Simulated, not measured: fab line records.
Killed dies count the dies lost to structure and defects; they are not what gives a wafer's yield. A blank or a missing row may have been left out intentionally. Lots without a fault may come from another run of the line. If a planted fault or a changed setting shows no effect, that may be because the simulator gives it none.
Which tool is to blame? :: flow n5 finfet :: 24 lots, 72 wafers sampled, at 5 steps of a route of 1938

== WHAT THE GAUGES READ, wafer by wafer ==
N5_BEOL_M9_RS_MEAS_57: measures by four-point-probe.
lot: L074
measured: day 9 21:00
on: film metro-01
M9_RS (ohm/sq): 0.155 0.148 0.152

lot: L075
measured: day 10 11:57
on: film metro-01
M9_RS (ohm/sq): 0.153 0.157 0.154

lot: L076
measured: day 10 16:56
on: film metro-01
M9_RS (ohm/sq): 0.155 0.153 0.150

lot: L077
measured: day 10 20:11
on: film metro-02
M9_RS (ohm/sq): 0.148 0.152 0.150

lot: L078
measured: day 11 01:13
on: film metro-01
M9_RS (ohm/sq): 0.155 0.155 0.153

lot: L079
measured: day 11 09:34
on: film metro-02
M9_RS (ohm/sq): 0.151 0.146 0.151

lot: L080
measured: day 11 16:53
on: film metro-01
M9_RS (ohm/sq): 0.145 0.151 0.145

lot: L081
measured: day 11 20:11
on: film metro-01
M9_RS (ohm/sq): 0.151 0.147 0.149

lot: L084
measured: day 11 21:07
on: film metro-02
M9_RS (ohm/sq): 0.151 0.147 0.151

lot: L082
measured: day 12 04:37
on: film metro-02
M9_RS (ohm/sq): 0.145 0.150 0.146

lot: L083
measured: day 12 14:22
on: film metro-02
M9_RS (ohm/sq): 0.150 0.152 0.148

lot: L086
measured: day 12 21:30
on: film metro-01
M9_RS (ohm/sq): 0.151 0.147 0.149

lot: L085
measured: day 13 00:54
on: film metro-02
M9_RS (ohm/sq): 0.150 0.149 0.156

lot: L087
measured: day 13 16:56
on: film metro-01
M9_RS (ohm/sq): 0.148 0.148 0.151

lot: L088
measured: day 13 15:10
on: film metro-02
M9_RS (ohm/sq): 0.152 0.151 0.147

lot: L090
measured: day 13 21:18
on: film metro-01
M9_RS (ohm/sq): 0.151 0.152 0.149

lot: L089
measured: day 13 21:43
on: film metro-01
M9_RS (ohm/sq): 0.152 0.149 0.149

lot: L092
measured: day 14 09:17
on: film metro-01
M9_RS (ohm/sq): 0.151 0.150 0.153

lot: L095
measured: day 14 16:52
on: film metro-02
M9_RS (ohm/sq): 0.150 0.151 0.151

lot: L093
measured: day 14 21:28
on: film metro-01
M9_RS (ohm/sq): 0.151 0.157 0.155

lot: L094
measured: day 15 02:21
on: film metro-01
M9_RS (ohm/sq): 0.148 0.150 0.146

lot: L096
measured: day 15 09:38
on: film metro-02
M9_RS (ohm/sq): 0.150 0.152 0.155

lot: L097
measured: day 15 14:11
on: film metro-01
M9_RS (ohm/sq): 0.148 0.156 0.157

lot: L091
measured: day 16 04:46
on: film metro-01
M9_RS (ohm/sq): 0.156 0.159 0.152

== TOOL THAT RAN EACH LOT (tool first, then ch and the chambers of the sampled wafers, then the start) ==
lot: L074
N5_BEOL_M8_SURFACE_TREAT_79: pvd sputter-03, day 9 10:20
N5_BEOL_M9_STRIP_36: rie diel-05 ch 1,2,3, day 9 18:21
N5_BEOL_M9_CURE_72: uv cure-03 ch 1, day 9 18:49
N5_BEOL_M9_ANNEAL_51: rtp anneal-02 ch 0, day 9 20:19

lot: L075
N5_BEOL_M8_SURFACE_TREAT_79: pvd sputter-03, day 10 02:34
N5_BEOL_M9_STRIP_36: rie diel-05 ch 2,3, day 10 08:52
N5_BEOL_M9_CURE_72: uv cure-03 ch 0, day 10 09:16
N5_BEOL_M9_ANNEAL_51: rtp anneal-02 ch 0, day 10 11:14

lot: L076
N5_BEOL_M8_SURFACE_TREAT_79: pvd sputter-02, day 10 07:51
N5_BEOL_M9_STRIP_36: rie diel-04 ch 0,1,2, day 10 12:54
N5_BEOL_M9_CURE_72: uv cure-02 ch 2, day 10 13:22
N5_BEOL_M9_ANNEAL_51: rtp anneal-02 ch 0, day 10 16:15

lot: L077
N5_BEOL_M8_SURFACE_TREAT_79: pvd sputter-03, day 10 12:40
N5_BEOL_M9_STRIP_36: rie diel-05 ch 2,3, day 10 17:35
N5_BEOL_M9_CURE_72: uv cure-03 ch 1, day 10 18:13
N5_BEOL_M9_ANNEAL_51: rtp anneal-02 ch 0, day 10 19:32

lot: L078
N5_BEOL_M8_SURFACE_TREAT_79: pvd sputter-03, day 10 16:41
N5_BEOL_M9_STRIP_36: rie diel-03 ch 0,1,2, day 10 22:13
N5_BEOL_M9_CURE_72: uv cure-02 ch 0, day 10 22:43
N5_BEOL_M9_ANNEAL_51: rtp anneal-01 ch 0, day 11 00:29

lot: L079
N5_BEOL_M8_SURFACE_TREAT_79: pvd sputter-01, day 11 01:39
N5_BEOL_M9_STRIP_36: rie diel-03 ch 0,1,3, day 11 06:43
N5_BEOL_M9_CURE_72: uv cure-03 ch 2, day 11 07:08
N5_BEOL_M9_ANNEAL_51: rtp anneal-01 ch 0, day 11 08:50

lot: L080
N5_BEOL_M8_SURFACE_TREAT_79: pvd sputter-03, day 11 07:31
N5_BEOL_M9_STRIP_36: rie diel-04 ch 1,2,3, day 11 13:19
N5_BEOL_M9_CURE_72: uv cure-01 ch 0, day 11 13:46
N5_BEOL_M9_ANNEAL_51: rtp anneal-02 ch 0, day 11 16:12

lot: L081
N5_BEOL_M8_SURFACE_TREAT_79: pvd sputter-01, day 11 12:35
N5_BEOL_M9_STRIP_36: rie diel-05 ch 0,1,2, day 11 16:28
N5_BEOL_M9_CURE_72: uv cure-03 ch 0, day 11 16:53
N5_BEOL_M9_ANNEAL_51: rtp anneal-02 ch 0, day 11 19:28

lot: L084
N5_BEOL_M8_SURFACE_TREAT_79: pvd sputter-01, day 11 13:29
N5_BEOL_M9_STRIP_36: rie diel-05 ch 1,2, day 11 18:38
N5_BEOL_M9_CURE_72: uv cure-02 ch 1, day 11 19:02
N5_BEOL_M9_ANNEAL_51: rtp anneal-02 ch 0, day 11 20:23

lot: L082
N5_BEOL_M8_SURFACE_TREAT_79: pvd sputter-01, day 11 19:55
N5_BEOL_M9_STRIP_36: rie diel-05 ch 0,2, day 12 01:32
N5_BEOL_M9_CURE_72: uv cure-03 ch 0, day 12 01:57
N5_BEOL_M9_ANNEAL_51: rtp anneal-01 ch 0, day 12 03:54

lot: L083
N5_BEOL_M8_SURFACE_TREAT_79: pvd sputter-01, day 12 04:35
N5_BEOL_M9_STRIP_36: rie diel-05 ch 1,2, day 12 10:30
N5_BEOL_M9_CURE_72: uv cure-03 ch 2, day 12 10:58
N5_BEOL_M9_ANNEAL_51: rtp anneal-01 ch 0, day 12 13:40

lot: L086
N5_BEOL_M8_SURFACE_TREAT_79: pvd sputter-03, day 12 13:25
N5_BEOL_M9_STRIP_36: rie diel-05 ch 0,1,3, day 12 18:07
N5_BEOL_M9_CURE_72: uv cure-03 ch 1, day 12 18:38
N5_BEOL_M9_ANNEAL_51: rtp anneal-02 ch 0, day 12 20:12

lot: L085
N5_BEOL_M8_SURFACE_TREAT_79: pvd sputter-02, day 12 15:02
N5_BEOL_M9_STRIP_36: rie diel-04 ch 0,3, day 12 20:56
N5_BEOL_M9_CURE_72: uv cure-01 ch 0, day 12 21:23
N5_BEOL_M9_ANNEAL_51: rtp anneal-01 ch 0, day 13 00:13

lot: L087
N5_BEOL_M8_SURFACE_TREAT_79: pvd sputter-01, day 13 04:02
N5_BEOL_M9_STRIP_36: rie diel-05 ch 0,1,3, day 13 13:40
N5_BEOL_M9_CURE_72: uv cure-02 ch 2, day 13 14:04
N5_BEOL_M9_ANNEAL_51: rtp anneal-01 ch 0, day 13 16:10

lot: L088
N5_BEOL_M8_SURFACE_TREAT_79: pvd sputter-03, day 13 06:17
N5_BEOL_M9_STRIP_36: rie diel-03 ch 0,2,3, day 13 12:10
N5_BEOL_M9_CURE_72: uv cure-01 ch 1, day 13 12:38
N5_BEOL_M9_ANNEAL_51: rtp anneal-01 ch 0, day 13 14:28

lot: L090
N5_BEOL_M8_SURFACE_TREAT_79: pvd sputter-03, day 13 12:52
N5_BEOL_M9_STRIP_36: rie diel-05 ch 0,2,3, day 13 18:33
N5_BEOL_M9_CURE_72: uv cure-03 ch 1, day 13 19:05
N5_BEOL_M9_ANNEAL_51: rtp anneal-01 ch 0, day 13 20:35

lot: L089
N5_BEOL_M8_SURFACE_TREAT_79: pvd sputter-01, day 13 13:09
N5_BEOL_M9_STRIP_36: rie diel-05 ch 0,1,3, day 13 18:59
N5_BEOL_M9_CURE_72: uv cure-03 ch 2, day 13 19:29
N5_BEOL_M9_ANNEAL_51: rtp anneal-02 ch 0, day 13 20:59

lot: L092
N5_BEOL_M8_SURFACE_TREAT_79: pvd sputter-02, day 14 02:10
N5_BEOL_M9_STRIP_36: rie diel-03 ch 0,1,3, day 14 06:50
N5_BEOL_M9_CURE_72: uv cure-01 ch 0, day 14 07:23
N5_BEOL_M9_ANNEAL_51: rtp anneal-02 ch 0, day 14 08:40

lot: L095
N5_BEOL_M8_SURFACE_TREAT_79: pvd sputter-01, day 14 06:46
N5_BEOL_M9_STRIP_36: rie diel-03 ch 0,1,2, day 14 13:41
N5_BEOL_M9_CURE_72: uv cure-02 ch 2, day 14 14:24
N5_BEOL_M9_ANNEAL_51: rtp anneal-01 ch 0, day 14 16:08

lot: L093
N5_BEOL_M8_SURFACE_TREAT_79: pvd sputter-01, day 14 12:13
N5_BEOL_M9_STRIP_36: rie diel-03 ch 0,2,3, day 14 17:54
N5_BEOL_M9_CURE_72: uv cure-03 ch 2, day 14 18:19
N5_BEOL_M9_ANNEAL_51: rtp anneal-01 ch 0, day 14 20:44

lot: L094
N5_BEOL_M8_SURFACE_TREAT_79: pvd sputter-03, day 14 19:21
N5_BEOL_M9_STRIP_36: rie diel-05 ch 0,1,2, day 14 23:25
N5_BEOL_M9_CURE_72: uv cure-03 ch 1, day 14 23:50
N5_BEOL_M9_ANNEAL_51: rtp anneal-02 ch 0, day 15 01:38

lot: L096
N5_BEOL_M8_SURFACE_TREAT_79: pvd sputter-01, day 14 23:23
N5_BEOL_M9_STRIP_36: rie diel-03 ch 0,1,3, day 15 04:39
N5_BEOL_M9_CURE_72: uv cure-02 ch 1, day 15 05:04
N5_BEOL_M9_ANNEAL_51: rtp anneal-01 ch 0, day 15 08:55

lot: L097
N5_BEOL_M8_SURFACE_TREAT_79: pvd sputter-02, day 15 03:52
N5_BEOL_M9_STRIP_36: rie diel-04 ch 0,1, day 15 10:28
N5_BEOL_M9_CURE_72: uv cure-02 ch 2, day 15 11:13
N5_BEOL_M9_ANNEAL_51: rtp anneal-02 ch 0, day 15 13:28

lot: L091
N5_BEOL_M8_SURFACE_TREAT_79: pvd sputter-03, day 15 18:54
N5_BEOL_M9_STRIP_36: rie diel-03 ch 2,3, day 16 01:16
N5_BEOL_M9_CURE_72: uv cure-03 ch 1, day 16 01:47
N5_BEOL_M9_ANNEAL_51: rtp anneal-02 ch 0, day 16 04:05
- N5_BEOL_M8_SURFACE_TREAT_79
- N5_BEOL_M9_STRIP_36: strips in N2/H2.
- N5_BEOL_M9_CURE_72: cures SiCOH lowk, time 120 s.
- N5_BEOL_M9_ANNEAL_51: time 90 s.

== AS READ BY THE TOOLS THEMSELVES (means over the sampled wafers that have a number; for cases with no such wafer, the mark the record gives instead) ==
N5_BEOL_M9_STRIP_36.
lot: L074
tool: rie diel-05
drypump motor current A (A): 5.3
oes product au (a.u.): 0.80
rf vpp V (V): 60.2
showerhead plenum p Torr (Torr): 2.62
throttle valve pct (%): 23.60

lot: L075
tool: rie diel-05
drypump motor current A (A): 5.4
oes product au (a.u.): 0.78
rf vpp V (V): 59.3
showerhead plenum p Torr (Torr): 2.62
throttle valve pct (%): 23.74

lot: L076
tool: rie diel-04
drypump motor current A (A): 5.4
oes product au (a.u.): 0.77
rf vpp V (V): 58.7
showerhead plenum p Torr (Torr): 2.54
throttle valve pct (%): 23.69

lot: L077
tool: rie diel-05
drypump motor current A (A): 5.4
oes product au (a.u.): 0.79
rf vpp V (V): 58.9
showerhead plenum p Torr (Torr): 2.62
throttle valve pct (%): 23.75

lot: L078
tool: rie diel-03
drypump motor current A (A): 5.9
oes product au (a.u.): 0.77
rf vpp V (V): 60.8
showerhead plenum p Torr (Torr): 2.50
throttle valve pct (%): 23.51

lot: L079
tool: rie diel-03
drypump motor current A (A): 5.8
oes product au (a.u.): 0.79
rf vpp V (V): 57.1
showerhead plenum p Torr (Torr): 2.54
throttle valve pct (%): 23.71

lot: L080
tool: rie diel-04
drypump motor current A (A): 5.4
oes product au (a.u.): 0.75
rf vpp V (V): 58.5
showerhead plenum p Torr (Torr): 2.50
throttle valve pct (%): 23.77

lot: L081
tool: rie diel-05
drypump motor current A (A): 5.7
oes product au (a.u.): 0.84
rf vpp V (V): 60.0
showerhead plenum p Torr (Torr): 2.61
throttle valve pct (%): 23.82

lot: L084
tool: rie diel-05
drypump motor current A (A): 5.4
oes product au (a.u.): 0.83
rf vpp V (V): 58.8
showerhead plenum p Torr (Torr): 2.67
throttle valve pct (%): 23.73

lot: L082
tool: rie diel-05
drypump motor current A (A): 6.0
oes product au (a.u.): 0.83
rf vpp V (V): 59.1
showerhead plenum p Torr (Torr): 2.54
throttle valve pct (%): 24.03

lot: L083
tool: rie diel-05
drypump motor current A (A): 5.3
oes product au (a.u.): 0.84
rf vpp V (V): 58.7
showerhead plenum p Torr (Torr): 2.68
throttle valve pct (%): 23.61

lot: L086
tool: rie diel-05
drypump motor current A (A): 5.7
oes product au (a.u.): 0.88
rf vpp V (V): 60.5
showerhead plenum p Torr (Torr): 2.55
throttle valve pct (%): 23.60

lot: L085
tool: rie diel-04
drypump motor current A (A): 6.1
oes product au (a.u.): 0.72
rf vpp V (V): 59.2
showerhead plenum p Torr (Torr): 2.45
throttle valve pct (%): 23.60

lot: L087
tool: rie diel-05
drypump motor current A (A): 5.6
oes product au (a.u.): 0.87
rf vpp V (V): 59.2
showerhead plenum p Torr (Torr): 2.54
throttle valve pct (%): 23.60

lot: L088
tool: rie diel-03
drypump motor current A (A): 5.9
oes product au (a.u.): 0.80
rf vpp V (V): 58.1
showerhead plenum p Torr (Torr): 2.59
throttle valve pct (%): 23.64

lot: L090
tool: rie diel-05
drypump motor current A (A): 5.7
oes product au (a.u.): 0.85
rf vpp V (V): 58.8
showerhead plenum p Torr (Torr): 2.54
throttle valve pct (%): 23.75

lot: L089
tool: rie diel-05
drypump motor current A (A): 5.6
oes product au (a.u.): 0.87
rf vpp V (V): 60.2
showerhead plenum p Torr (Torr): 2.54
throttle valve pct (%): 23.61

lot: L092
tool: rie diel-03
drypump motor current A (A): 5.8
oes product au (a.u.): 0.76
rf vpp V (V): 57.8
showerhead plenum p Torr (Torr): 2.53
throttle valve pct (%): 23.76

lot: L095
tool: rie diel-03
drypump motor current A (A): 5.9
oes product au (a.u.): 0.74
rf vpp V (V): 60.2
showerhead plenum p Torr (Torr): 2.49
throttle valve pct (%): 23.54

lot: L093
tool: rie diel-03
drypump motor current A (A): 5.9
oes product au (a.u.): 0.78
rf vpp V (V): 59.7
showerhead plenum p Torr (Torr): 2.59
throttle valve pct (%): 23.66

lot: L094
tool: rie diel-05
drypump motor current A (A): 5.7
oes product au (a.u.): 0.80
rf vpp V (V): 57.5
showerhead plenum p Torr (Torr): 2.60
throttle valve pct (%): 23.84

lot: L096
tool: rie diel-03
drypump motor current A (A): 5.8
oes product au (a.u.): 0.74
rf vpp V (V): 58.6
showerhead plenum p Torr (Torr): 2.53
throttle valve pct (%): 23.74

lot: L097
tool: rie diel-04
drypump motor current A (A): 6.0
oes product au (a.u.): 0.74
rf vpp V (V): 58.5
showerhead plenum p Torr (Torr): 2.49
throttle valve pct (%): 23.70

lot: L091
tool: rie diel-03
drypump motor current A (A): 6.1
oes product au (a.u.): 0.80
rf vpp V (V): 58.9
showerhead plenum p Torr (Torr): 2.59
throttle valve pct (%): 23.57

N5_BEOL_M9_CURE_72.
lot: L074
tool: uv cure-03
lamp power pct (%): 52.27
wafer_temp_C_max: 372.9

lot: L075
tool: uv cure-03
lamp power pct (%): 52.37
wafer_temp_C_max: 371.5

lot: L076
tool: uv cure-02
lamp power pct (%): 52.29
wafer_temp_C_max: 371.3

lot: L077
tool: uv cure-03
lamp power pct (%): 52.32
wafer_temp_C_max: 372.4

lot: L078
tool: uv cure-02
lamp power pct (%): 52.32
wafer_temp_C_max: 371.5

lot: L079
tool: uv cure-03
lamp power pct (%): 52.32
wafer_temp_C_max: 371.3

lot: L080
tool: uv cure-01
lamp power pct (%): 52.32
wafer_temp_C_max: 372.8

lot: L081
tool: uv cure-03
lamp power pct (%): 52.32
wafer_temp_C_max: 371.0

lot: L084
tool: uv cure-02
lamp power pct (%): 52.31
wafer_temp_C_max: 371.7

lot: L082
tool: uv cure-03
lamp power pct (%): 52.39
wafer_temp_C_max: 371.7

lot: L083
tool: uv cure-03
lamp power pct (%): 52.30
wafer_temp_C_max: 371.1

lot: L086
tool: uv cure-03
lamp power pct (%): 52.28
wafer_temp_C_max: 371.6

lot: L085
tool: uv cure-01
lamp power pct (%): 52.29
wafer_temp_C_max: 372.4

lot: L087
tool: uv cure-02
lamp power pct (%): 52.39
wafer_temp_C_max: 371.6

lot: L088
tool: uv cure-01
lamp power pct (%): 52.34
wafer_temp_C_max: 371.3

lot: L090
tool: uv cure-03
lamp power pct (%): 52.31
wafer_temp_C_max: 372.8

lot: L089
tool: uv cure-03
lamp power pct (%): 52.30
wafer_temp_C_max: 371.3

lot: L092
tool: uv cure-01
lamp power pct (%): 52.30
wafer_temp_C_max: 373.1

lot: L095
tool: uv cure-02
lamp power pct (%): 52.35
wafer_temp_C_max: 371.5

lot: L093
tool: uv cure-03
lamp power pct (%): 52.29
wafer_temp_C_max: 371.6

lot: L094
tool: uv cure-03
lamp power pct (%): 52.34
wafer_temp_C_max: 371.8

lot: L096
tool: uv cure-02
lamp power pct (%): 52.33
wafer_temp_C_max: 371.6

lot: L097
tool: uv cure-02
lamp power pct (%): 52.29
wafer_temp_C_max: 371.7

lot: L091
tool: uv cure-03
lamp power pct (%): 52.35
wafer_temp_C_max: 371.7

N5_BEOL_M9_ANNEAL_51.
lot: L074
tool: rtp anneal-02
wafer_temp_C_max: 225.79

lot: L075
tool: rtp anneal-02
wafer_temp_C_max: 225.92

lot: L076
tool: rtp anneal-02
wafer_temp_C_max: 225.51

lot: L077
tool: rtp anneal-02
wafer_temp_C_max: 225.75

lot: L078
tool: rtp anneal-01
wafer_temp_C_max: 225.74

lot: L079
tool: rtp anneal-01
wafer_temp_C_max: 225.76

lot: L080
tool: rtp anneal-02
wafer_temp_C_max: 225.82

lot: L081
tool: rtp anneal-02
wafer_temp_C_max: 225.62

lot: L084
tool: rtp anneal-02
wafer_temp_C_max: 225.68

lot: L082
tool: rtp anneal-01
wafer_temp_C_max: 225.38

lot: L083
tool: rtp anneal-01
wafer_temp_C_max: 225.21

lot: L086
tool: rtp anneal-02
wafer_temp_C_max: 225.33

lot: L085
tool: rtp anneal-01
wafer_temp_C_max: 225.48

lot: L087
tool: rtp anneal-01
wafer_temp_C_max: 225.66

lot: L088
tool: rtp anneal-01
wafer_temp_C_max: 225.39

lot: L090
tool: rtp anneal-01
wafer_temp_C_max: 225.68

lot: L089
tool: rtp anneal-02
wafer_temp_C_max: 226.00

lot: L092
tool: rtp anneal-02
wafer_temp_C_max: 225.49

lot: L095
tool: rtp anneal-01
wafer_temp_C_max: 225.73

lot: L093
tool: rtp anneal-01
wafer_temp_C_max: 225.66

lot: L094
tool: rtp anneal-02
wafer_temp_C_max: 225.65

lot: L096
tool: rtp anneal-01
wafer_temp_C_max: 225.37

lot: L097
tool: rtp anneal-02
wafer_temp_C_max: 225.92

lot: L091
tool: rtp anneal-02
wafer_temp_C_max: 225.85

== THE ANSWER, worked out from the rows above alone ==
Rule: the lots themselves supply what counts as usual. Put in order of their means at a reading, lots are off if they are a third of the lots or fewer, leave a main group of 4 or more, and stand apart from it by a gap of 3 or more times the standard deviation of the main group's means; of several such gaps the widest counts. A main group whose means are all the same, to the digits that the tables above print for the reading, isn't used. A lot without any number at a reading at which 4 lots or more have one is off too. Any other lot the step has rows for is counted as sound. First the gauges in route order, then the tools' own readings, where a lot's mean is used as printed above. At the first step where some lot is off, the reading lying furthest off is the one used; lots without a number count as furthest.
None of the lots is off at any reading shown; this tells nothing.

== WHAT THE SIMULATOR HAD PUT IN ==
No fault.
